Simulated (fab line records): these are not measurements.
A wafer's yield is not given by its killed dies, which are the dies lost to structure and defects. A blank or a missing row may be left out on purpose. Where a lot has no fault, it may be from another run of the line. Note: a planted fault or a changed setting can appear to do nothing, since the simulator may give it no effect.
fab line records + flow n5-finfet + part 1 of 2: steps 1 to 4 of 6
record:
- lots: 22
- wafers: 66
- last-day: 17
route steps=1938 shown MOL_CONTACT_COAG@608 BEOL_M0_SAQP@633 BEOL_M0_CUTY@711
lots untouched by any fault: they come from a run of this same line in which no faults occurred
start-h: hours from the record's first day to the start of the lot's first wafer shown + wait-h: hours elapsed since this lot's preceding step + " as in the row above + L1.1+2: a row that stands for several wafers + - either no value or no given start + * or withheld: withheld + < > ~ a bound
route shown NAME@n: names a module that has steps shown in the file, with the first one's number in the route + usual: the fault-free wafers' mean and standard deviation + same: alike in all rows + chamber/n: place in a boat + sites: readings site by site + _std_site: standard deviation of those values + _edge_site: inner sites' mean taken away from outer sites' mean + radius-mm: how far each site lies from the wafer's centre + mask NAME#n: copy n + behind: the tool/chamber that last shaped the wafer + hold: the reason the lot was held/the length of the hold in hours/how it ended + device: whichever transistor did not switch (one of n, p or np) + end of line: the tests these same wafers got at the end of their route + where a step has no rows: the recipe by itself + killed: the dies lost at the first sort to structure and to defects; this is not the yield of the wafer + map: a wafer's dies, marking killed ones x, the rest . and places with no die _
set.NAME: the setting the step ran with; set.NAME@STEP: the setting that earlier step ran with + model.NAME: the simulator's own value behind a step, which no gauge read
one table for each step of the route and one row for each wafer, over a sample of lots
services: when a tool's chamber went out of use (start-h, in hours from the record's first day, below 0 if earlier), for how many hours, and the reason
== steps ==
step: N5_MOL_CONTACT_COAG_ALD_133
recipe:
- material: SiO2
- target-thk-a: 50
- temp-c: 100
- ald-precursor-family: BDEAS
- ald-co-reactant: O2-plasma
- pulse-time-s: 1
- co-reactant-pulse-time-s: 1
- purge-time-s: 2
- co-reactant-purge-time-s: 2
- ald-cycles: 35
- pressure-torr: 2
usual:
- heater-power-w: 76/7.3
- precursor-pulse-height-rel: 0.998/0.018
same:
- co-reactant-purge-time-s: 2
| lot.wafer | tool       | chamber | start-h | wait-h | heater-power-w | precursor-pulse-height-rel |
|-----------|------------|---------|---------|--------|----------------|----------------------------|
| L075.3    | ald-sin-04 | 0       | 102.60  | 0.2    | 73             | 0.981                      |
| L075.4    | "          | 1       | "       | "      | 78             | 0.990                      |
| L075.6    | "          | 2       | "       | "      | 93             | 0.977                      |
| L076.3    | ald-sin-02 | 0       | 118.43  | 0.1    | 71             | 1.004                      |
| L076.4    | "          | 2       | "       | "      | 83             | 0.993                      |
| L076.6    | "          | 0       | "       | "      | 73             | 0.999                      |
| L077.2    | ald-sin-02 | 1       | 123.24  | 0.1    | 72             | 1.002                      |
| L077.5    | "          | 1       | "       | "      | 72             | 1.021                      |
| L077.6    | "          | 2       | "       | "      | 82             | 0.997                      |
| L078.1    | ald-sin-03 | 0       | 134.61  | 0.8    | 76             | 0.991                      |
| L078.3    | "          | 2       | "       | "      | 65             | 0.994                      |
| L078.6    | "          | 0       | "       | "      | 76             | 0.983                      |
| L079.1    | ald-sin-02 | 3       | 138.23  | 0.1    | 72             | 0.972                      |
| L079.3    | "          | 0       | "       | "      | 72             | 1.009                      |
| L079.5    | "          | 2       | "       | "      | 84             | 0.979                      |
| L080.1    | ald-sin-04 | 0       | 138.34  | 0.1    | 73             | 1.009                      |
| L080.2    | "          | 3       | "       | "      | 70             | 0.994                      |
| L080.4    | "          | 2       | "       | "      | 94             | 1.012                      |
| L081.2    | ald-sin-02 | 3       | 144.28  | 0.4    | 72             | 0.980                      |
| L081.5    | "          | 3       | "       | "      | 74             | 1.001                      |
| L081.6    | "          | 1       | "       | "      | 73             | 0.990                      |
| L082.1    | ald-sin-03 | 0       | 148.18  | 0.1    | 77             | 0.989                      |
| L082.2    | "          | 2       | "       | "      | 65             | 0.993                      |
| L082.3    | "          | 1       | "       | "      | 66             | 0.984                      |
| L083.3    | ald-sin-04 | 2       | 156.85  | 0.7    | 95             | 0.999                      |
| L083.4    | "          | 0       | "       | "      | 73             | 0.976                      |
| L083.5    | "          | 1       | "       | "      | 79             | 0.996                      |
| L084.3    | ald-sin-04 | 2       | 163.56  | 0.1    | 93             | 1.005                      |
| L084.4    | "          | 0       | "       | "      | 72             | 1.008                      |
| L084.6    | "          | 1       | "       | "      | 76             | 1.015                      |
| L085.2    | ald-sin-02 | 2       | 174.38  | 0.4    | 83             | 0.992                      |
| L085.4    | "          | 0       | "       | "      | 73             | 0.997                      |
| L085.5    | "          | 3       | "       | "      | 73             | 1.001                      |
| L086.2    | ald-sin-04 | 2       | 177.29  | 0.4    | 94             | 1.002                      |
| L086.3    | "          | 0       | "       | "      | 71             | 1.031                      |
| L086.5    | "          | 3       | "       | "      | 70             | 0.974                      |
| L087.3    | ald-sin-03 | 1       | 181.59  | 0.3    | 67             | 1.020                      |
| L087.4    | "          | 2       | "       | "      | 65             | 1.011                      |
| L087.5    | "          | 1       | "       | "      | 66             | 1.021                      |
| L088.1    | ald-sin-04 | 0       | 190.91  | 0.2    | 73             | 1.020                      |
| L088.3    | "          | 2       | "       | "      | 93             | 1.004                      |
| L088.5    | "          | 3       | "       | "      | 73             | 0.994                      |
| L089.1    | ald-sin-02 | 3       | 193.78  | 0.2    | 73             | 1.027                      |
| L089.5    | "          | 1       | "       | "      | 72             | 0.989                      |
| L089.6    | "          | 0       | "       | "      | 70             | 0.991                      |
| L091.1    | ald-sin-03 | 1       | 207.26  | 0.1    | 66             | 0.996                      |
| L091.2    | "          | 0       | "       | "      | 76             | 0.984                      |
| L091.6    | "          | 1       | "       | "      | 66             | 0.977                      |
| L092.1    | ald-sin-02 | 1       | 213.83  | 0.1    | 71             | 1.010                      |
| L092.3    | "          | 3       | "       | "      | 74             | 1.002                      |
| L092.4    | "          | 0       | "       | "      | 73             | 0.996                      |
| L093.2    | ald-sin-04 | 3       | 218.29  | 0.1    | 73             | 0.993                      |
| L093.4    | "          | 1       | "       | "      | 77             | 0.971                      |
| L093.5    | "          | 2       | "       | "      | 93             | 0.986                      |
| L094.1    | ald-sin-02 | 3       | 225.10  | 0.1    | 71             | 1.023                      |
| L094.2    | "          | 0       | "       | "      | 70             | 0.982                      |
| L094.3    | "          | 1       | "       | "      | 72             | 0.973                      |
| L095.2    | ald-sin-02 | 0       | 227.82  | 0.1    | 70             | 0.994                      |
| L095.3    | "          | 1       | "       | "      | 73             | 0.992                      |
| L095.5    | "          | 0       | "       | "      | 71             | 0.990                      |
| L096.2    | ald-sin-02 | 2       | 231.54  | 0.1    | 84             | 0.957                      |
| L096.4    | "          | 0       | "       | "      | 72             | 0.986                      |
| L096.5    | "          | 1       | "       | "      | 71             | 0.997                      |
| L097.1    | ald-sin-03 | 1       | 235.26  | 0.1    | 65             | 0.993                      |
| L097.3    | "          | 2       | "       | "      | 65             | 1.030                      |
| L097.5    | "          | 3       | "       | "      | 80             | 0.981                      |
step: N5_MOL_CONTACT_COAG_STRIP_49
recipe:
- chemistry: N2/H2
- time-s: 30
- power-w: 1000
- temp-c: 250
- pressure-mtorr: withheld
- n2-flow-sccm: 1750
- h2-flow-sccm: 3250
usual:
- drypump-motor-current-A: 5.3/0.34
- heater-power-w: 301/11
- n2-flow-sccm: 1750/5.2
| lot.wafer | tool            | chamber | start-h | wait-h | drypump-motor-current-A | heater-power-w | n2-flow-sccm | rf-hours-counter-h |
|-----------|-----------------|---------|---------|--------|-------------------------|----------------|--------------|--------------------|
| L075.3    | plasma-asher-02 | 0       | 103.21  | -      | 5.8                     | 318            | 1741         | -                  |
| L075.4    | "               | 1       | "       | "      | 5.9                     | 303            | 1748         | -                  |
| L075.6    | "               | 0       | "       | "      | 5.8                     | 312            | 1750         | -                  |
| L076.3    | plasma-asher-01 | 1       | 118.99  | -      | 5.3                     | 302            | 1748         | -                  |
| L076.4    | "               | 0       | "       | "      | 5.0                     | 295            | 1749         | -                  |
| L076.6    | "               | 1       | "       | "      | 5.3                     | 299            | 1752         | -                  |
| L077.2    | plasma-asher-01 | 1       | 123.79  | -      | 5.3                     | 307            | 1747         | 50                 |
| L077.5    | "               | 0       | "       | "      | 4.9                     | 289            | 1748         | -                  |
| L077.6    | "               | 1       | "       | "      | 5.3                     | 301            | 1745         | -                  |
| L078.1    | plasma-asher-01 | 0       | 135.15  | -      | 4.9                     | 295            | 1755         | 52                 |
| L078.3    | "               | 1       | "       | "      | 5.3                     | 310            | 1740         | -                  |
| L078.6    | "               | 1       | "       | "      | 5.3                     | 301            | 1754         | -                  |
| L079.1    | plasma-asher-01 | 1       | 138.77  | -      | 5.3                     | 314            | 1754         | 53                 |
| L079.3    | "               | 0       | "       | "      | 4.9                     | 292            | 1749         | -                  |
| L079.5    | "               | 0       | "       | "      | 4.9                     | 301            | 1750         | -                  |
| L080.1    | plasma-asher-01 | 0       | 139.09  | -      | 4.9                     | 291            | 1744         | 53                 |
| L080.2    | "               | 1       | "       | "      | 5.2                     | 296            | 1752         | 53                 |
| L080.4    | "               | 1       | "       | "      | 5.3                     | 299            | 1757         | -                  |
| L081.2    | plasma-asher-01 | 0       | 144.82  | -      | 5.0                     | 293            | 1756         | 54                 |
| L081.5    | "               | 1       | "       | "      | 5.3                     | 298            | 1748         | -                  |
| L081.6    | "               | 0       | "       | "      | 5.0                     | 301            | 1751         | -                  |
| L082.1    | plasma-asher-01 | 0       | 148.72  | -      | 4.9                     | 292            | 1745         | 54                 |
| L082.2    | "               | 1       | "       | "      | 5.3                     | 296            | 1743         | 54                 |
| L082.3    | "               | 0       | "       | "      | 4.9                     | 286            | 1745         | -                  |
| L083.3    | plasma-asher-01 | 1       | 157.41  | -      | 5.3                     | 296            | 1747         | -                  |
| L083.4    | "               | 0       | "       | "      | 4.9                     | 288            | 1759         | -                  |
| L083.5    | "               | 0       | "       | "      | 5.0                     | 285            | 1759         | -                  |
| L084.3    | plasma-asher-01 | 1       | 164.16  | -      | 5.3                     | 301            | 1750         | -                  |
| L084.4    | "               | 0       | "       | "      | 4.9                     | 296            | 1751         | -                  |
| L084.6    | "               | 0       | "       | "      | 4.9                     | 294            | 1750         | -                  |
| L085.2    | plasma-asher-01 | 0       | 174.95  | -      | 5.0                     | 287            | 1752         | 59                 |
| L085.4    | "               | 0       | "       | "      | 4.9                     | 298            | 1755         | -                  |
| L085.5    | "               | 0       | "       | "      | 5.0                     | 294            | 1755         | -                  |
| L086.2    | plasma-asher-02 | 1       | 177.83  | -      | 5.9                     | 302            | 1750         | 99                 |
| L086.3    | "               | 0       | "       | "      | 5.8                     | 327            | 1751         | -                  |
| L086.5    | "               | 1       | "       | "      | 5.8                     | 300            | 1748         | -                  |
| L087.3    | plasma-asher-01 | 0       | 182.17  | -      | 4.9                     | 290            | 1742         | -                  |
| L087.4    | "               | 1       | "       | "      | 5.2                     | 311            | 1739         | -                  |
| L087.5    | "               | 0       | "       | "      | 4.9                     | 295            | 1753         | -                  |
| L088.1    | plasma-asher-02 | 0       | 191.45  | -      | 5.8                     | 313            | 1748         | 102                |
| L088.3    | "               | 0       | "       | "      | 5.8                     | 330            | 1757         | -                  |
| L088.5    | "               | 1       | "       | "      | 5.8                     | 304            | 1765         | -                  |
| L089.1    | plasma-asher-01 | 1       | 194.32  | -      | 5.3                     | 298            | 1759         | 63                 |
| L089.5    | "               | 1       | "       | "      | 5.2                     | 291            | 1759         | -                  |
| L089.6    | "               | 0       | "       | "      | 5.0                     | 293            | 1748         | -                  |
| L091.1    | plasma-asher-01 | 0       | 207.80  | -      | 5.0                     | 295            | 1749         | 66                 |
| L091.2    | "               | 1       | "       | "      | 5.3                     | 299            | 1755         | 66                 |
| L091.6    | "               | 0       | "       | "      | 4.9                     | 291            | 1752         | -                  |
| L092.1    | plasma-asher-01 | 0       | 214.39  | -      | 4.9                     | 288            | 1748         | 68                 |
| L092.3    | "               | 1       | "       | "      | 5.3                     | 306            | 1743         | -                  |
| L092.4    | "               | 0       | "       | "      | 4.9                     | 291            | 1743         | -                  |
| L093.2    | plasma-asher-02 | 1       | 218.83  | -      | 5.8                     | 308            | 1750         | 109                |
| L093.4    | "               | 0       | "       | "      | 5.8                     | 328            | 1747         | -                  |
| L093.5    | "               | 0       | "       | "      | 5.8                     | 319            | 1753         | -                  |
| L094.1    | plasma-asher-02 | 1       | 225.75  | -      | 5.8                     | 307            | 1750         | 110                |
| L094.2    | "               | 0       | "       | "      | 5.8                     | 327            | 1756         | 110                |
| L094.3    | "               | 1       | "       | "      | 5.8                     | 305            | 1746         | -                  |
| L095.2    | plasma-asher-01 | 1       | 228.36  | -      | 5.3                     | 301            | 1756         | 70                 |
| L095.3    | "               | 0       | "       | "      | 4.9                     | 291            | 1753         | -                  |
| L095.5    | "               | 1       | "       | "      | 5.3                     | 297            | 1755         | -                  |
| L096.2    | plasma-asher-01 | 0       | 232.08  | -      | 4.9                     | 284            | 1750         | 71                 |
| L096.4    | "               | 0       | "       | "      | 4.9                     | 298            | 1750         | -                  |
| L096.5    | "               | 0       | "       | "      | 4.9                     | 291            | 1750         | -                  |
| L097.1    | plasma-asher-01 | 1       | 235.95  | -      | 5.3                     | 309            | 1752         | 72                 |
| L097.3    | "               | 1       | "       | "      | 5.3                     | 305            | 1759         | -                  |
| L097.5    | "               | 1       | "       | "      | 5.3                     | 306            | 1759         | -                  |
step: N5_BEOL_M0_SAQP_ILD_DEP_01
recipe:
- material: SiOC
- target-thk-a: 454.19
- temp-c: 350
- precursor: DEMS/O2
- pressure-torr: 5
- rf-w: 500
- time-s: 8.7
usual:
- heater-power-w: 516/76
- showerhead-plenum-p-Torr: 5.688/0.011
- throttle-valve-pct: 12.0/0.93
| lot.wafer | tool     | chamber | start-h | wait-h | heater-power-w | showerhead-plenum-p-Torr | throttle-valve-pct |
|-----------|----------|---------|---------|--------|----------------|--------------------------|--------------------|
| L075.3    | pecvd-04 | 1       | 109.88  | 0.0    | 570            | 5.675                    | 12.5               |
| L075.4    | "        | 1       | "       | "      | 586            | 5.693                    | 12.5               |
| L075.6    | "        | 0       | "       | "      | 493            | 5.680                    | 12.6               |
| L076.3    | pecvd-02 | 0       | 123.28  | 0.0    | 424            | 5.689                    | 11.4               |
| L076.4    | "        | 1       | "       | "      | 395            | 5.697                    | 12.2               |
| L076.6    | "        | 0       | "       | "      | 434            | 5.683                    | 11.6               |
| L077.2    | pecvd-04 | 0       | 128.09  | 0.0    | 515            | 5.686                    | 12.7               |
| L077.5    | "        | 1       | "       | "      | 667            | 5.689                    | 12.6               |
| L077.6    | "        | 0       | "       | "      | 524            | 5.680                    | 12.3               |
| L078.1    | pecvd-01 | 1       | 139.50  | 0.1    | 452            | 5.689                    | 13.8               |
| L078.3    | "        | 1       | "       | "      | 462            | 5.689                    | 13.7               |
| L078.6    | "        | 1       | "       | "      | 466            | 5.683                    | 13.6               |
| L079.1    | pecvd-04 | 0       | 143.09  | 0.0    | 456            | 5.685                    | 12.7               |
| L079.3    | "        | 2       | "       | "      | 588            | 5.691                    | 11.5               |
| L079.5    | "        | 0       | "       | "      | 434            | 5.667                    | 12.2               |
| L080.1    | pecvd-01 | 1       | 146.10  | 0.0    | 426            | 5.689                    | 13.5               |
| L080.2    | "        | 2       | "       | "      | 507            | 5.692                    | 11.1               |
| L080.4    | "        | 1       | "       | "      | 433            | 5.668                    | 13.6               |
| L081.2    | pecvd-04 | 2       | 149.12  | 0.0    | 652            | 5.695                    | 11.3               |
| L081.5    | "        | 0       | "       | "      | 454            | 5.680                    | 12.6               |
| L081.6    | "        | 2       | "       | "      | 644            | 5.693                    | 11.6               |
| L082.1    | pecvd-04 | 0       | 153.17  | 0.0    | 526            | 5.679                    | 12.4               |
| L082.2    | "        | 2       | "       | "      | 623            | 5.702                    | 11.3               |
| L082.3    | "        | 1       | "       | "      | 616            | 5.691                    | 12.6               |
| L083.3    | pecvd-02 | 1       | 162.03  | 0.0    | 501            | 5.709                    | 12.5               |
| L083.4    | "        | 2       | "       | "      | 416            | 5.693                    | 10.9               |
| L083.5    | "        | 0       | "       | "      | 473            | 5.688                    | 11.7               |
| L084.3    | pecvd-01 | 0       | 168.81  | 0.0    | 528            | 5.685                    | 11.2               |
| L084.4    | "        | 0       | "       | "      | 529            | 5.690                    | 10.7               |
| L084.6    | "        | 1       | "       | "      | 519            | 5.673                    | 14.0               |
| L085.2    | pecvd-01 | 2       | 179.27  | 0.0    | 559            | 5.722                    | 11.2               |
| L085.4    | "        | 0       | "       | "      | 546            | 5.674                    | 11.1               |
| L085.5    | "        | 2       | "       | "      | 551            | 5.710                    | 11.1               |
| L086.2    | pecvd-01 | 0       | 182.25  | 0.0    | 525            | 5.674                    | 10.9               |
| L086.3    | "        | 2       | "       | "      | 532            | 5.700                    | 11.0               |
| L086.5    | "        | 2       | "       | "      | 527            | 5.688                    | 11.5               |
| L087.3    | pecvd-02 | 2       | 186.45  | 0.0    | 422            | 5.670                    | 11.1               |
| L087.4    | "        | 2       | "       | "      | 422            | 5.690                    | 11.1               |
| L087.5    | "        | 0       | "       | "      | 445            | 5.684                    | 12.0               |
| L088.1    | pecvd-04 | 1       | 195.75  | 0.0    | 620            | 5.681                    | 12.4               |
| L088.3    | "        | 2       | "       | "      | 655            | 5.689                    | 11.6               |
| L088.5    | "        | 1       | "       | "      | 612            | 5.700                    | 12.3               |
| L089.1    | pecvd-04 | 2       | 198.76  | 0.0    | 589            | 5.689                    | 11.6               |
| L089.5    | "        | 1       | "       | "      | 564            | 5.686                    | 12.6               |
| L089.6    | "        | 0       | "       | "      | 505            | 5.675                    | 12.5               |
| L091.1    | pecvd-01 | 0       | 212.13  | 0.0    | 507            | 5.683                    | 10.8               |
| L091.2    | "        | 1       | "       | "      | 509            | 5.687                    | 13.8               |
| L091.6    | "        | 0       | "       | "      | 512            | 5.685                    | 10.9               |
| L092.1    | pecvd-02 | 1       | 218.69  | 0.0    | 408            | 5.692                    | 12.4               |
| L092.3    | "        | 0       | "       | "      | 421            | 5.682                    | 11.9               |
| L092.4    | "        | 1       | "       | "      | 422            | 5.667                    | 12.4               |
| L093.2    | pecvd-02 | 0       | 223.14  | 0.0    | 494            | 5.686                    | 11.9               |
| L093.4    | "        | 0       | "       | "      | 499            | 5.701                    | 11.8               |
| L093.5    | "        | 1       | "       | "      | 450            | 5.710                    | 12.3               |
| L094.1    | pecvd-04 | 1       | 230.10  | 0.0    | 662            | 5.683                    | 12.5               |
| L094.2    | "        | 0       | "       | "      | 419            | 5.689                    | 12.3               |
| L094.3    | "        | 2       | "       | "      | 534            | 5.691                    | 11.3               |
| L095.2    | pecvd-01 | 2       | 233.10  | 0.0    | 602            | 5.707                    | 10.4               |
| L095.3    | "        | 1       | "       | "      | 416            | 5.698                    | 13.9               |
| L095.5    | "        | 0       | "       | "      | 562            | 5.669                    | 10.8               |
| L096.2    | pecvd-01 | 0       | 236.39  | 0.0    | 564            | 5.697                    | 11.0               |
| L096.4    | "        | 1       | "       | "      | 517            | 5.693                    | 13.8               |
| L096.5    | "        | 0       | "       | "      | 563            | 5.689                    | 11.3               |
| L097.1    | pecvd-02 | 2       | 240.35  | 0.0    | 451            | 5.681                    | 11.0               |
| L097.3    | "        | 1       | "       | "      | 447            | 5.684                    | 12.4               |
| L097.5    | "        | 2       | "       | "      | 458            | 5.677                    | 11.0               |
step: N5_BEOL_M0_SAQP_ETCH_83
recipe:
- chemistry: CF4
- target: SiARC
- target-depth-a: 390
- mask-material: CAR-ArF
- time-s: 65
- ion-energy-ev: 80
- pressure-mtorr: 40
- source-w: 545
- bias-w: 36
- Ar_flow_sccm: 100
- cf4-flow-sccm: 100
- ends: cleared
usual:
- drypump-motor-current-A: 5.6/0.44
- etch-rf-on-time-s: 65.2/1.2
- oes-product-au: 0.65/0.074
- rf-vpp-V: 183.9/1.1
- showerhead-plenum-p-Torr: 2.13/0.065
- throttle-valve-pct: 15.70/0.27
| lot.wafer | tool        | chamber | start-h | wait-h | drypump-motor-current-A | etch-rf-on-time-s | oes-product-au | rf-hours-counter-h | rf-vpp-V | showerhead-plenum-p-Torr | throttle-valve-pct |
|-----------|-------------|---------|---------|--------|-------------------------|-------------------|----------------|--------------------|----------|--------------------------|--------------------|
| L075.3    | rie-diel-04 | 2       | 112.39  | 0.0    | 5.8                     | 66.2              | 0.63           | 155                | 185.2    | 2.21                     | 15.28              |
| L075.4    | "           | 1       | "       | "      | 6.1                     | 64.6              | 0.59           | -                  | 184.4    | 2.13                     | 15.89              |
| L075.6    | "           | 2       | "       | "      | 5.7                     | 65.7              | 0.63           | -                  | 184.3    | 2.21                     | 15.27              |
| L076.3    | rie-diel-04 | 0       | 127.29  | 0.0    | 4.7                     | 63.8              | 0.61           | 181                | 184.0    | 2.04                     | 15.69              |
| L076.4    | "           | 0       | "       | "      | 4.7                     | 65.1              | 0.61           | -                  | 183.8    | 2.04                     | 15.71              |
| L076.6    | "           | 2       | "       | "      | 5.7                     | 65.3              | 0.63           | -                  | 185.4    | 2.21                     | 15.28              |
| L077.2    | rie-diel-03 | 0       | 129.50  | 0.0    | 5.6                     | 65.9              | 0.63           | 135                | 186.4    | 2.23                     | 15.81              |
| L077.5    | "           | 3       | "       | "      | 5.2                     | 63.7              | 0.66           | -                  | 185.3    | 2.23                     | 15.86              |
| L077.6    | "           | 2       | "       | "      | 5.5                     | 65.2              | 0.65           | -                  | 183.2    | 2.07                     | 15.88              |
| L078.1    | rie-diel-03 | 1       | 140.60  | 0.0    | 5.8                     | 65.9              | 0.64           | 169                | 184.1    | 2.15                     | 15.75              |
| L078.3    | "           | 0       | "       | "      | 5.7                     | 65.7              | 0.62           | 138                | 184.4    | 2.23                     | 15.82              |
| L078.6    | "           | 1       | "       | "      | 5.8                     | 65.4              | 0.64           | -                  | 184.0    | 2.15                     | 15.76              |
| L079.1    | rie-diel-01 | 3       | 145.49  | 0.0    | 5.8                     | 67.3              | 0.62           | 165                | 182.3    | 2.06                     | 15.60              |
| L079.3    | "           | 0       | "       | "      | 5.3                     | 65.8              | 0.60           | 238                | 183.8    | 2.19                     | 16.03              |
| L079.5    | "           | 3       | "       | "      | 5.8                     | 67.4              | 0.62           | -                  | 182.3    | 2.06                     | 15.61              |
| L080.1    | rie-diel-01 | 3       | 148.05  | 0.0    | 5.8                     | 66.6              | 0.63           | 166                | 183.9    | 2.06                     | 15.60              |
| L080.2    | "           | 1       | "       | "      | 6.0                     | 64.0              | 0.77           | 23                 | 184.7    | 2.18                     | 15.19              |
| L080.4    | "           | 0       | "       | "      | 5.3                     | 64.8              | 0.60           | 239                | 184.3    | 2.19                     | 16.04              |
| L081.2    | rie-diel-01 | 3       | 151.06  | 0.0    | 5.8                     | 67.0              | 0.62           | 167                | 183.2    | 2.06                     | 15.60              |
| L081.5    | "           | 2       | "       | "      | 6.3                     | 65.8              | 0.63           | -                  | 184.9    | 2.13                     | 15.69              |
| L081.6    | "           | 1       | "       | "      | 6.0                     | 63.9              | 0.77           | -                  | 184.2    | 2.18                     | 15.22              |
| L082.1    | rie-diel-04 | 0       | 155.45  | 0.0    | 4.7                     | 65.6              | 0.59           | 193                | 183.2    | 2.04                     | 15.72              |
| L082.2    | "           | 2       | "       | "      | 5.8                     | 65.8              | 0.62           | 173                | 186.1    | 2.21                     | 15.32              |
| L082.3    | "           | 3       | "       | "      | 6.0                     | 64.6              | 0.62           | 209                | 183.5    | 2.13                     | 16.11              |
| L083.3    | rie-diel-04 | 2       | 163.22  | 0.0    | 5.7                     | 66.3              | 0.62           | 176                | 184.2    | 2.21                     | 15.30              |
| L083.4    | "           | 2       | "       | "      | 5.7                     | 66.7              | 0.61           | -                  | 184.3    | 2.21                     | 15.29              |
| L083.5    | "           | 3       | "       | "      | 5.9                     | 64.9              | 0.62           | -                  | 183.9    | 2.13                     | 16.12              |
| L084.3    | rie-diel-04 | 3       | 169.78  | 0.0    | 5.9                     | 64.8              | 0.61           | 214                | 183.8    | 2.13                     | 16.11              |
| L084.4    | "           | 0       | "       | "      | 4.7                     | 64.4              | 0.59           | -                  | 182.4    | 2.03                     | 15.74              |
| L084.6    | "           | 3       | "       | "      | 5.9                     | 64.2              | 0.61           | -                  | 183.9    | 2.13                     | 16.10              |
| L085.2    | rie-diel-04 | 0       | 180.28  | 0.0    | 4.7                     | 64.7              | 0.59           | 202                | 182.7    | 2.03                     | 15.73              |
| L085.4    | "           | 2       | "       | "      | 5.7                     | 66.5              | 0.61           | 183                | 184.3    | 2.20                     | 15.34              |
| L085.5    | "           | 3       | "       | "      | 5.9                     | 65.2              | 0.61           | -                  | 181.8    | 2.13                     | 16.11              |
| L086.2    | rie-diel-03 | 2       | 183.96  | 0.0    | 5.5                     | 66.0              | 0.63           | 166                | 184.1    | 2.07                     | 15.92              |
| L086.3    | "           | 3       | "       | "      | 5.2                     | 65.2              | 0.64           | 179                | 184.9    | 2.23                     | 15.89              |
| L086.5    | "           | 2       | "       | "      | 5.5                     | 65.6              | 0.63           | -                  | 183.2    | 2.07                     | 15.92              |
| L087.3    | rie-diel-01 | 1       | 188.92  | 0.0    | 6.0                     | 63.8              | 0.75           | 35                 | 183.8    | 2.18                     | 15.24              |
| L087.4    | "           | 1       | "       | "      | 6.0                     | 63.9              | 0.75           | -                  | 185.1    | 2.18                     | 15.22              |
| L087.5    | "           | 3       | "       | "      | 5.8                     | 66.9              | 0.61           | -                  | 182.9    | 2.05                     | 15.62              |
| L088.1    | rie-diel-04 | 3       | 197.25  | 0.0    | 5.9                     | 65.0              | 0.60           | 224                | 182.0    | 2.12                     | 16.13              |
| L088.3    | "           | 1       | "       | "      | 6.1                     | 62.9              | 0.85           | 5                  | 183.1    | 2.12                     | 15.42              |
| L088.5    | "           | 2       | "       | "      | 5.7                     | 66.7              | 0.61           | -                  | 184.4    | 2.20                     | 15.32              |
| L089.1    | rie-diel-04 | 0       | 202.21  | 0.0    | 4.7                     | 64.6              | 0.58           | 209                | 184.4    | 2.03                     | 15.78              |
| L089.5    | "           | 1       | "       | "      | 6.0                     | 63.3              | 0.83           | -                  | 183.2    | 2.12                     | 15.42              |
| L089.6    | "           | 2       | "       | "      | 5.8                     | 66.2              | 0.61           | -                  | 186.0    | 2.20                     | 15.33              |
| L091.1    | rie-diel-01 | 0       | 214.05  | 0.0    | 5.3                     | 62.8              | 0.85           | 2                  | 184.0    | 2.19                     | 15.56              |
| L091.2    | "           | 2       | "       | "      | 6.3                     | 65.7              | 0.62           | 177                | 183.7    | 2.13                     | 15.75              |
| L091.6    | "           | 3       | "       | "      | 5.8                     | 67.2              | 0.60           | -                  | 183.2    | 2.05                     | 15.65              |
| L092.1    | rie-diel-03 | 1       | 220.42  | 0.0    | 5.8                     | 66.1              | 0.62           | 194                | 183.0    | 2.14                     | 15.82              |
| L092.3    | "           | 2       | "       | "      | 5.5                     | 65.5              | 0.63           | 180                | 182.3    | 2.06                     | 15.93              |
| L092.4    | "           | 3       | "       | "      | 5.2                     | 65.0              | 0.63           | 193                | 185.1    | 2.22                     | 15.92              |
| L093.2    | rie-diel-01 | 0       | 224.72  | 0.0    | 5.3                     | 60.8              | 0.85           | 6                  | 183.2    | 2.19                     | 15.56              |
| L093.4    | "           | 3       | "       | "      | 5.8                     | 66.4              | 0.60           | 193                | 182.9    | 2.05                     | 15.66              |
| L093.5    | "           | 0       | "       | "      | 5.3                     | 61.3              | 0.84           | -                  | 184.6    | 2.19                     | 15.56              |
| L094.1    | rie-diel-04 | 1       | 231.29  | 0.0    | 6.1                     | 63.1              | 0.81           | 17                 | 183.6    | 2.12                     | 15.44              |
| L094.2    | "           | 3       | "       | "      | 5.9                     | 64.9              | 0.60           | 234                | 183.1    | 2.12                     | 16.15              |
| L094.3    | "           | 0       | "       | "      | 4.7                     | 65.2              | 0.58           | 219                | 181.6    | 2.03                     | 15.77              |
| L095.2    | rie-diel-03 | 3       | 234.40  | 0.0    | 5.2                     | 64.9              | 0.63           | 198                | 184.4    | 2.22                     | 15.95              |
| L095.3    | "           | 1       | "       | "      | 5.7                     | 65.9              | 0.62           | 199                | 184.9    | 2.14                     | 15.81              |
| L095.5    | "           | 2       | "       | "      | 5.5                     | 65.0              | 0.63           | -                  | 181.2    | 2.06                     | 15.95              |
| L096.2    | rie-diel-04 | 1       | 237.77  | 0.0    | 6.1                     | 63.6              | 0.80           | 19                 | 184.8    | 2.12                     | 15.45              |
| L096.4    | "           | 0       | "       | "      | 4.7                     | 65.3              | 0.58           | 221                | 184.8    | 2.03                     | 15.77              |
| L096.5    | "           | 0       | "       | "      | 4.7                     | 65.4              | 0.58           | -                  | 182.7    | 2.03                     | 15.78              |
| L097.1    | rie-diel-04 | 3       | 243.19  | 0.0    | 6.0                     | 64.8              | 0.60           | 238                | 182.7    | 2.12                     | 16.15              |
| L097.3    | "           | 1       | "       | "      | 6.1                     | 63.8              | 0.80           | 21                 | 183.1    | 2.12                     | 15.44              |
| L097.5    | "           | 3       | "       | "      | 5.9                     | 65.1              | 0.60           | -                  | 183.4    | 2.12                     | 16.16              |
